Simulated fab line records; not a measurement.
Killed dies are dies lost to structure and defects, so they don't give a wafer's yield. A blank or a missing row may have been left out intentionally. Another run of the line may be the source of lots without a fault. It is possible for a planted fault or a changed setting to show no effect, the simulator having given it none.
The tool behind it: which one?    flow nand harc    24 lots with 72 wafers sampled at 6 steps, on a route of 1302 steps

## WHAT EACH GAUGE READ, for each wafer
NHARC_A_CONTACT_CD_MEAS_15.
lot   measured      on         cd nm (nm)
L074  day 22 05:13  cd sem-02  190.1 189.5 190.5
L075  day 22 18:23  cd sem-02  189.9 189.9 190.4
L076  day 22 15:50  cd sem-02  188.8 189.1 189.1
L077  day 23 07:13  cd sem-03  190.7 190.6 189.9
L079  day 23 20:31  cd sem-01  190.0 190.0 190.0
L078  day 23 21:04  cd sem-02  189.6 190.1 189.8
L080  day 25 07:49  cd sem-02  189.7 189.9 190.0
L081  day 25 20:35  cd sem-03  190.5 190.3 190.5
L083  day 25 11:37  cd sem-01  190.2 189.5 189.9
L082  day 26 03:01  cd sem-01  188.8 189.0 188.7
L085  day 26 01:19  cd sem-03  190.5 190.9 190.6
L084  day 26 03:10  cd sem-03  190.7 190.9 190.6
L086  day 26 07:41  cd sem-01  190.0 190.1 190.3
L089  day 28 14:07  cd sem-01  189.7 190.0 189.9
L087  day 28 16:51  cd sem-01  190.2 190.6 189.9
L088  day 29 02:08  cd sem-01  190.5 191.1 190.8
L090  day 29 08:38  cd sem-03  189.8 189.6 190.0
L093  day 29 14:23  cd sem-02  190.7 190.9 190.5
L091  day 29 15:31  cd sem-01  190.7 190.8 190.6
L092  day 30 08:35  cd sem-01  189.2 190.0 189.0
L094  day 30 14:09  cd sem-01  189.7 189.8 190.3
L095  day 30 23:11  cd sem-03  189.1 188.8 188.4
L097  day 31 20:53  cd sem-03  190.0 190.3 189.7
L096  day 33 08:18  cd sem-03  189.3 190.7 190.4

## EACH LOT AND THE TOOL THAT RAN IT (in order: tool; ch and the chambers of the sampled wafers; start)
lot   NHARC_A_SLIT_DEP_00            NHARC_A_WL_FILL_ALD_00            NHARC_A_CONTACT_DESCUM_74           NHARC_A_CONTACT_ETCH_75             NHARC_A_CONTACT_ETCH_138
L074  acl dep-01 ch 0, day 19 11:26  ald hk-02 ch 1,2, day 20 03:44    rie diel-07 ch 0,1, day 21 16:38    rie diel-07 ch 0,1,3, day 21 16:44  har cap etch-03 ch 0,1, day 22 04:07
L075  acl dep-03 ch 0, day 20 00:21  ald hk-03 ch 1,2,3, day 20 20:11  rie diel-07 ch 0,1,3, day 22 07:29  rie diel-07 ch 0,1,2, day 22 07:35  har cap etch-02 ch 0,1, day 22 17:20
L076  acl dep-02 ch 0, day 20 00:28  ald hk-03 ch 1,3, day 20 17:47    rie diel-12 ch 2,3, day 22 04:49    rie diel-12 ch 0,1,2, day 22 04:55  har cap etch-01 ch 0,1, day 22 14:50
L077  acl dep-03 ch 0, day 20 13:28  ald hk-02 ch 0,1,3, day 21 07:10  rie diel-07 ch 0,3, day 22 18:25    rie diel-07 ch 0,1,3, day 22 18:32  har cap etch-03 ch 0,1, day 23 06:12
L079  acl dep-02 ch 0, day 21 05:32  ald hk-02 ch 1,3, day 21 23:15    rie diel-07 ch 0,1,2, day 23 09:34  rie diel-07 ch 0,2,3, day 23 09:40  har cap etch-03 ch 0,1, day 23 19:30
L078  acl dep-01 ch 0, day 21 06:22  ald hk-03 ch 0,1,2, day 21 23:15  rie diel-12 ch 0,2,3, day 23 09:50  rie diel-12 ch 2,3, day 23 09:59    har cap etch-01 ch 0,1, day 23 20:04
L080  acl dep-02 ch 0, day 22 04:32  ald hk-02 ch 0,2,3, day 22 22:13  rie diel-12 ch 1,2,3, day 24 17:08  rie diel-12 ch 0,2,3, day 24 17:24  har cap etch-02 ch 0,1, day 25 06:46
L081  acl dep-01 ch 0, day 22 14:06  ald hk-03 ch 0,2,3, day 23 09:51  rie diel-07 ch 1,2, day 25 06:18    rie diel-07 ch 0,3, day 25 06:23    har cap etch-02 ch 0,1, day 25 19:35
L083  acl dep-02 ch 0, day 22 21:08  ald hk-03 ch 0,1,3, day 23 14:14  rie diel-11 ch 0,1,3, day 24 22:47  rie diel-11 ch 0,3, day 24 23:00    har cap etch-03 ch 0,1, day 25 10:33
L082  acl dep-03 ch 0, day 22 22:41  ald hk-02 ch 0,2,3, day 23 18:01  rie diel-07 ch 1,2, day 25 13:38    rie diel-07 ch 0,3, day 25 13:43    har cap etch-02 ch 0,1, day 26 01:53
L085  acl dep-01 ch 0, day 23 09:33  ald hk-03 ch 0,1,3, day 24 02:26  rie diel-07 ch 0,1,2, day 25 11:22  rie diel-07 ch 0,2,3, day 25 11:27  har cap etch-01 ch 0,1, day 26 00:18
L084  acl dep-03 ch 0, day 23 09:35  ald hk-02 ch 0,1,2, day 24 04:37  rie diel-12 ch 0,1,3, day 25 14:34  rie diel-12 ch 1,2,3, day 25 14:38  har cap etch-03 ch 0,1, day 26 02:07
L086  acl dep-02 ch 0, day 23 11:18  ald hk-02 ch 0,1,2, day 24 04:49  rie diel-11 ch 1,3, day 25 20:24    rie diel-11 ch 1,2,3, day 25 20:29  har cap etch-01 ch 0,1, day 26 06:38
L089  acl dep-03 ch 0, day 25 12:49  ald hk-02 ch 0,1,2, day 26 06:48  rie diel-11 ch 0,3, day 27 23:13    rie diel-11 ch 1,2,3, day 27 23:19  har cap etch-03 ch 0,1, day 28 13:05
L087  acl dep-01 ch 0, day 25 13:37  ald hk-03 ch 0,1,3, day 26 09:13  rie diel-11 ch 0,1,2, day 28 01:32  rie diel-11 ch 0,1,2, day 28 01:38  har cap etch-03 ch 0,1, day 28 15:48
L088  acl dep-01 ch 0, day 26 03:34  ald hk-02 ch 0,2,3, day 26 21:47  rie diel-11 ch 0,1,2, day 28 09:06  rie diel-11 ch 0,1,3, day 28 09:11  har cap etch-03 ch 0,1, day 29 01:05
L090  acl dep-03 ch 0, day 26 03:38  ald hk-03 ch 0,1,2, day 26 21:30  rie diel-12 ch 2,3, day 28 14:28    rie diel-12 ch 1,2,3, day 28 14:41  har cap etch-03 ch 0,1, day 29 07:28
L093  acl dep-03 ch 0, day 26 16:18  ald hk-04 ch 0,2,3, day 27 10:29  rie diel-07 ch 0,3, day 29 02:19    rie diel-07 ch 0,1,3, day 29 02:24  har cap etch-02 ch 0,1, day 29 13:12
L091  acl dep-01 ch 0, day 26 16:37  ald hk-04 ch 0,2, day 27 10:20    rie diel-12 ch 0,1,2, day 29 03:02  rie diel-12 ch 0,3, day 29 03:06    har cap etch-03 ch 0,1, day 29 14:17
L092  acl dep-03 ch 0, day 27 10:07  ald hk-02 ch 0,2, day 28 03:50    rie diel-07 ch 1,2,3, day 29 20:20  rie diel-07 ch 0,2,3, day 29 20:25  har cap etch-01 ch 0,1, day 30 07:27
L094  acl dep-02 ch 0, day 27 16:13  ald hk-03 ch 0,2,3, day 28 09:38  rie diel-11 ch 1,2,3, day 29 23:56  rie diel-11 ch 1,3, day 30 00:00    har cap etch-02 ch 0,1, day 30 13:08
L095  acl dep-03 ch 0, day 28 01:22  ald hk-04 ch 1,2, day 28 18:53    rie diel-07 ch 0,1,3, day 30 09:29  rie diel-07 ch 1,2,3, day 30 09:34  har cap etch-01 ch 0,1, day 30 21:20
L097  acl dep-01 ch 0, day 29 02:31  ald hk-03 ch 1,2, day 29 18:51    rie diel-07 ch 2,3, day 31 09:25    rie diel-07 ch 0,3, day 31 09:30    har cap etch-01 ch 0,1, day 31 19:46
L096  acl dep-02 ch 0, day 30 06:15  ald hk-03 ch 1,2,3, day 31 03:47  rie diel-07 ch 2,3, day 32 21:06    rie diel-07 ch 0,1,2, day 32 21:11  har cap etch-03 ch 0,1, day 33 07:18
- NHARC_A_SLIT_DEP_00: deposits aC, target thk 6200 nm.
- NHARC_A_WL_FILL_ALD_00: deposits Al2O3, target thk 3 nm, pulse time 3 s, ald cycles 30.
- NHARC_A_CONTACT_DESCUM_74: chemistry O2, time 3 s.
- NHARC_A_CONTACT_ETCH_75: etches the open film in CF4, target depth 39 nm, time 65 s.
- NHARC_A_CONTACT_ETCH_138: etches the open film in C4F8/O2/Ar, time 311 s, target depth 1914 nm.

## WHAT THE TOOLS THEMSELVES READ (means of the sampled wafers that have a number; where no wafer has one, the mark that the record gives instead)
NHARC_A_SLIT_DEP_00.
lot   tool        throttle valve pct (%)
L074  acl dep-01  35.002
L075  acl dep-03  35.004
L076  acl dep-02  34.999
L077  acl dep-03  34.999
L079  acl dep-02  34.996
L078  acl dep-01  34.999
L080  acl dep-02  34.995
L081  acl dep-01  34.988
L083  acl dep-02  35.003
L082  acl dep-03  35.002
L085  acl dep-01  35.000
L084  acl dep-03  35.003
L086  acl dep-02  34.997
L089  acl dep-03  35.006
L087  acl dep-01  34.989
L088  acl dep-01  35.005
L090  acl dep-03  34.999
L093  acl dep-03  34.997
L091  acl dep-01  34.999
L092  acl dep-03  35.002
L094  acl dep-02  34.999
L095  acl dep-03  35.004
L097  acl dep-01  35.008
L096  acl dep-02  35.002

NHARC_A_WL_FILL_ALD_00.
lot   tool       heater power w (W)  precursor pulse height rel
L074  ald hk-02  476                 1.004
L075  ald hk-03  418                 0.988
L076  ald hk-03  398                 1.013
L077  ald hk-02  464                 1.011
L079  ald hk-02  489                 0.986
L078  ald hk-03  449                 0.993
L080  ald hk-02  454                 1.014
L081  ald hk-03  435                 0.998
L083  ald hk-03  434                 1.006
L082  ald hk-02  447                 0.972
L085  ald hk-03  427                 1.009
L084  ald hk-02  440                 1.004
L086  ald hk-02  442                 0.986
L089  ald hk-02  434                 1.022
L087  ald hk-03  428                 0.972
L088  ald hk-02  446                 1.008
L090  ald hk-03  454                 0.981
L093  ald hk-04  442                 1.007
L091  ald hk-04  436                 1.000
L092  ald hk-02  443                 0.990
L094  ald hk-03  430                 0.998
L095  ald hk-04  452                 0.980
L097  ald hk-03  437                 1.020
L096  ald hk-03  413                 1.011

NHARC_A_CONTACT_DESCUM_74.
lot   tool         drypump motor current A (A)  oes product au (a.u.)  rf vpp V (V)  showerhead plenum p Torr (Torr)  throttle valve pct (%)
L074  rie diel-07  6.0                          0.996                  58.7          1.93                             11.316
L075  rie diel-07  5.9                          0.999                  58.1          1.94                             11.316
L076  rie diel-12  5.6                          0.989                  58.3          1.92                             11.308
L077  rie diel-07  6.1                          1.002                  58.1          1.88                             11.314
L079  rie diel-07  6.1                          1.000                  58.4          1.92                             11.303
L078  rie diel-12  5.5                          0.988                  59.0          1.88                             11.303
L080  rie diel-12  5.7                          0.988                  57.7          1.91                             11.307
L081  rie diel-07  6.0                          1.000                  57.6          1.97                             11.315
L083  rie diel-11  5.8                          1.001                  57.8          1.94                             11.327
L082  rie diel-07  5.9                          0.993                  59.5          1.97                             11.314
L085  rie diel-07  6.1                          1.001                  58.4          1.91                             11.314
L084  rie diel-12  5.5                          0.996                  57.8          1.88                             11.320
L086  rie diel-11  5.8                          0.997                  58.0          1.94                             11.304
L089  rie diel-11  5.4                          1.008                  58.5          1.90                             11.309
L087  rie diel-11  6.2                          1.004                  58.4          1.95                             11.309
L088  rie diel-11  6.2                          1.010                  57.0          1.95                             11.313
L090  rie diel-12  5.6                          0.998                  58.8          1.91                             11.307
L093  rie diel-07  6.1                          1.003                  57.4          1.88                             11.305
L091  rie diel-12  5.3                          1.010                  58.0          1.91                             11.307
L092  rie diel-07  5.9                          1.001                  57.6          1.97                             11.305
L094  rie diel-11  5.8                          0.998                  57.4          1.92                             11.309
L095  rie diel-07  5.9                          1.000                  58.1          1.93                             11.310
L097  rie diel-07  5.9                          0.992                  57.6          1.95                             11.301
L096  rie diel-07  5.9                          0.993                  58.5          1.95                             11.309

NHARC_A_CONTACT_ETCH_75.
lot   tool         drypump motor current A (A)  oes product au (a.u.)  rf vpp V (V)  showerhead plenum p Torr (Torr)  throttle valve pct (%)
L074  rie diel-07  5.9                          1.003                  152.0         1.79                             13.280
L075  rie diel-07  6.1                          0.995                  151.3         1.77                             13.278
L076  rie diel-12  5.3                          0.997                  151.1         1.78                             13.286
L077  rie diel-07  5.9                          1.003                  151.5         1.79                             13.291
L079  rie diel-07  6.0                          0.993                  152.2         1.78                             13.277
L078  rie diel-12  5.9                          0.991                  150.1         1.74                             13.288
L080  rie diel-12  5.5                          0.992                  151.1         1.74                             13.280
L081  rie diel-07  6.1                          0.997                  150.6         1.74                             13.282
L083  rie diel-11  5.4                          0.992                  151.0         1.76                             13.280
L082  rie diel-07  5.8                          0.997                  152.6         1.80                             13.282
L085  rie diel-07  6.0                          0.997                  151.3         1.78                             13.286
L084  rie diel-12  5.7                          0.990                  151.4         1.76                             13.289
L086  rie diel-11  5.7                          1.010                  151.4         1.79                             13.284
L089  rie diel-11  5.8                          1.005                  152.0         1.78                             13.284
L087  rie diel-11  6.2                          1.011                  152.4         1.80                             13.277
L088  rie diel-11  5.8                          1.009                  150.4         1.78                             13.291
L090  rie diel-12  5.7                          0.999                  150.4         1.76                             13.283
L093  rie diel-07  5.9                          0.996                  150.9         1.79                             13.288
L091  rie diel-12  5.4                          0.994                  151.0         1.70                             13.285
L092  rie diel-07  6.0                          0.996                  151.4         1.77                             13.289
L094  rie diel-11  5.8                          1.002                  151.4         1.78                             13.284
L095  rie diel-07  5.9                          0.998                  152.0         1.82                             13.281
L097  rie diel-07  5.8                          0.996                  151.9         1.79                             13.277
L096  rie diel-07  6.1                          0.985                  150.0         1.76                             13.276

NHARC_A_CONTACT_ETCH_138.
lot   tool             oes air line au (a.u.)
L074  har cap etch-03  1.009
L075  har cap etch-02  0.993
L076  har cap etch-01  0.985
L077  har cap etch-03  0.985
L079  har cap etch-03  1.014
L078  har cap etch-01  0.987
L080  har cap etch-02  1.008
L081  har cap etch-02  1.003
L083  har cap etch-03  1.007
L082  har cap etch-02  0.997
L085  har cap etch-01  1.007
L084  har cap etch-03  1.007
L086  har cap etch-01  1.022
L089  har cap etch-03  0.983
L087  har cap etch-03  0.993
L088  har cap etch-03  0.979
L090  har cap etch-03  1.013
L093  har cap etch-02  1.004
L091  har cap etch-03  1.009
L092  har cap etch-01  1.001
L094  har cap etch-02  1.008
L095  har cap etch-01  0.995
L097  har cap etch-01  0.996
L096  har cap etch-03  0.991

## THE ANSWER, worked out from the rows above alone
Rule: usual is defined by the lots themselves. The widest of any qualifying gaps counts: lots, ordered by their means at a reading, are off when they make up no more than a third of the lots, leave a main group of 4 or more, and stand apart from it by 3 or more times the standard deviation of that group's means. Not used: any main group whose means are identical at the precision the tables above print for the reading. Also off: a lot with no number at a reading for which 4 or more lots have one. All remaining lots with rows at the step are treated as sound. The gauges are gone through in route order, then the tools' own readings, and for those a lot's mean is taken as printed above. The first step at which some lot is off is used, and at that step the reading that is off furthest; a lot without a number counts as furthest.
No lot is off on any of the readings shown, so nothing can be concluded from this.

## WHAT HAD BEEN PUT IN BY THE SIMULATOR
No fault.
